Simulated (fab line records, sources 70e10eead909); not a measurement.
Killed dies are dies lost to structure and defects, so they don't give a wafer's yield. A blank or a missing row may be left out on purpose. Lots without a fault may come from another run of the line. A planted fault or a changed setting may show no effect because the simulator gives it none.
Chamber matching | flow nand_harc | NHARC_P_M1_STRIP_18 on rie_diel-10: 4 sister chambers
The step strips in N2/H2. 4 wafers are shown with their chamber, then 11 later ones without.

WAFERS WITH THEIR CHAMBER
wafer  | chamber | drypump_motor_current_A (A)
L079.2 | 0       | 6.1
L082.4 | 2       | 5.0
L082.5 | 3       | 6.3
L085.1 | 1       | 5.6

WAFERS WITHOUT THEIR CHAMBER
wafer  | drypump_motor_current_A (A)
L085.4 | 6.1
L085.6 | 6.1
L090.3 | 4.9
L090.5 | 6.3
L090.6 | 6.1
L091.1 | 6.1
L091.4 | 5.6
L091.6 | 4.9
L092.2 | 5.6
L092.3 | 6.3
L092.5 | 6.0

WHICH CHAMBER EACH WENT THROUGH
wafer  | from the rows above | in truth
L085.4 | 0                   | 0
L085.6 | 0                   | 0
L090.3 | 2                   | 2
L090.5 | 3                   | 3
L090.6 | 0                   | 0
L091.1 | 0                   | 0
L091.4 | 1                   | 1
L091.6 | 2                   | 2
L092.2 | 1                   | 1
L092.3 | 3                   | 3
L092.5 | 0                   | 0
Placed correctly: 11 of 11. Can't be placed from these rows: 0. Placed wrongly: 0.
How it was worked out, from the rows above alone: a wafer's distance from a chamber is the root of the sum, over the readings, of the square of ((its reading less the chamber's mean) divided by the reading's scatter). The wafer belongs to the nearest chamber; if the next one is less than 2 further off, it can't be placed. A chamber's mean is the mean of its shown wafers. The scatter: with one shown wafer a chamber, the root of the mean of the squares of how far each hidden wafer lies from its nearest shown one.
